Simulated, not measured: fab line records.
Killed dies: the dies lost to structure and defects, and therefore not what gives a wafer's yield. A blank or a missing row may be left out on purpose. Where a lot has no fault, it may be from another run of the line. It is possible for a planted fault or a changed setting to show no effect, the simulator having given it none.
A struck lot beside a sound one + flow n5 finfet + 21 out of 1938 route steps
Sound: the wafers L851.3, L851.4, L851.5. Struck: wafer L861.1. (L861.6 of the same lot was not struck and is left out.) The cause comes at the end.
For every step that has rows: the tool of each side, followed by ch and its chambers, followed by its first start. Under that, the readings that differ: sound wafers + struck wafers + difference of the means + sigmas: that difference in standard deviations of wafers without a fault.
alike: readings with means less than 2 such deviations apart, plus words and numbers identical on both sides. not compared: withheld readings, readings lacking a value on some wafer, bounds such as >300 that could conceal the same value, and numbers that have no deviation in the record and whose values overlap.
The two part at a step that has a row with sigmas, a row that says differs or no value, or rows on one side only. When numbers do not overlap yet have no deviation, they are printed without sigmas and do not part them. Lack of a reading on every wafer of one side parts them only where that side has two or more wafers.

N5_BEOL_M13_VIA_ETCH_16: etches SiOC in C4F8/O2/Ar, target depth 921.7 nm.
  sound on rie diel-06 ch 0,2, day 12 19:08; struck on rie diel-06 ch 0, day 16 08:11
  alike: drypump motor current A, mfc ar sccm, oes product au, rf fwd power W, rf vpp V, showerhead plenum p Torr, throttle valve pct
N5_BEOL_M13_STRIP_63: strips in N2/H2.
  sound on plasma asher-01 ch 0,1, day 12 19:24; struck on plasma asher-02 ch 1, day 16 08:25
| reading                | sound       | struck | difference                   | sigmas |
|------------------------|-------------|--------|------------------------------|--------|
| heater power w (W)     | 324 311 322 | 380    | +61                          | +2     |
| rf hours counter h (h) | - - -       | 98     | no value on the sound wafers |        |
  alike: drypump motor current A, n2 flow sccm, oes product au, strip time to endpoint s
N5_BEOL_M13_STRIP_64: strips in N2/H2.
  sound on plasma asher-01 ch 0,1, day 12 19:28; struck on plasma asher-02 ch 1, day 16 08:29
| reading                | sound       | struck | difference                   | sigmas |
|------------------------|-------------|--------|------------------------------|--------|
| heater power w (W)     | 322 313 332 | 378    | +56                          | +2     |
| rf hours counter h (h) | - - -       | 98     | no value on the sound wafers |        |
  alike: drypump motor current A, n2 flow sccm, oes product au, strip time to endpoint s
then, 2 steps without rows for these wafers: N5_BEOL_M13_STRIP_71 (strips in post etch residue remover, time 60 s); N5_BEOL_M13_SRD_72 (time 30 s, dry time 30 s).
N5_BEOL_M13_CD_MEAS_17 targets a cd of 190 nm.
  sound on cd sem-02 at day 12 19:35; struck on cd sem-03 at day 16 08:38
  alike: cd nm
then, 6 steps without rows for these wafers: N5_BEOL_M13_COAT_65 (time 60 s, resist thk 350 nm); N5_BEOL_M13_COAT_66 (time 60 s, resist thk 110 nm); N5_BEOL_M13_COAT_22 (resist thk 300 nm); N5_BEOL_M13_EBR_24; N5_BEOL_M13_SOFTBAKE_23 (time 60 s); N5_BEOL_M13_EXPOSE_25 (exposes mask M13, target cd 210 nm).
N5_BEOL_M13_PEB_26: peb time 90 s.
  sound on litho track-05 ch 0, day 12 19:48; struck on litho track-05 ch 0, day 16 08:50
| reading                  | sound             | struck | difference | sigmas |
|--------------------------|-------------------|--------|------------|--------|
| heater power total W (W) | 171.4 173.9 173.1 | 179.9  | +7.1       | +9     |
then, 2 steps without rows for these wafers: N5_BEOL_M13_DEVELOP_27 (develop time 45 s); N5_BEOL_M13_HARDBAKE_32 (time 120 s).
N5_BEOL_M13_CD_MEAS_28 targets a cd of 209.5 nm.
  sound on cd sem-02 ch 0, day 12 19:55; struck on cd sem-03 ch 0, day 16 08:57
| reading    | sound             | struck | difference | sigmas |
|------------|-------------------|--------|------------|--------|
| cd nm (nm) | 211.2 210.4 210.4 | 207.1  | -3.6       | -3     |
N5_BEOL_M13_OVL_MEAS_29:
  sound on overlay-01 ch 0, day 12 19:56; struck on overlay-02 ch 0, day 16 08:59
  alike: M13_OVL
N5_BEOL_M13_INSPECT_30: inspects for defects (macro).
  sound on defect inspect-01 at day 12 19:58; struck on defect inspect-02 at day 16 09:01
  alike: raw defect count
N5_BEOL_M13_DESCUM_33: chemistry O2, time 7.9 s.
  sound on rie diel-06 ch 0,2, day 12 20:44; struck on rie diel-03 ch 0, day 16 09:02
| reading                   | sound           | struck | difference | sigmas |
|---------------------------|-----------------|--------|------------|--------|
| model.BEOL_M13.cd nm (nm) | 211 210.8 210.6 | 207.4  | -3.4       |        |
  alike: drypump motor current A, oes product au, rf fwd power W, rf vpp V, showerhead plenum p Torr, throttle valve pct
  not compared: rf hours counter h
N5_BEOL_M13_ETCH_67: etches SiARC in CF4, target depth 143 nm, time 238.3 s.
  sound on rie diel-06 ch 0,2, day 12 20:46; struck on rie diel-03 ch 0, day 16 09:05
| reading            | sound              | struck | difference | sigmas |
|--------------------|--------------------|--------|------------|--------|
| mfc ar sccm (sccm) | 100.22 99.72 99.96 | 100.61 | +0.64      | +2     |
  alike: drypump motor current A, etch rf on time s, oes product au, rf fwd power W, rf vpp V, showerhead plenum p Torr, throttle valve pct
  not compared: rf hours counter h
N5_PASSIVATION_PROBE_49:
  sound on prober-02 at day 14 10:56; struck on prober-02 at day 17 23:10
| reading                  | sound          | struck | difference | sigmas |
|--------------------------|----------------|--------|------------|--------|
| defect limited yield (%) | 89.9 89.4 86.9 | 92.1   | +3.4       | +2     |
| killed_at_M4_up          | 8 4 6          | 18     | +12        | +2     |
| killed at contacts       | 36 29 38       | 6      | -28        | -4     |
| killed dies              | 119 125 154    | 93     | -40        | -2     |
| killed on rim            | 20 21 21       | 9      | -12        | -3     |
| killed short             | 27 43 45       | 19     | -19        | -3     |
| sort_bin_6_memory (%)    | 4.4 4.2 4.6    | 2.9    | -1.5       | -2     |
| sort_bin_8_speed (%)     | 0.42 0 0.08    | 0      | +0         | -4     |
| sort n pass              | 1056 1055 1026 | 1087   | +41        | +2     |
  alike: killed_at_M0_to_M3, killed at front end, killed at other, killed open, sort_bin_5_function

## WHERE THEY PART
Last at N5_PASSIVATION_PROBE_49 as far as this record goes, first at N5_BEOL_M13_STRIP_63.

WHY: what the simulator had put in
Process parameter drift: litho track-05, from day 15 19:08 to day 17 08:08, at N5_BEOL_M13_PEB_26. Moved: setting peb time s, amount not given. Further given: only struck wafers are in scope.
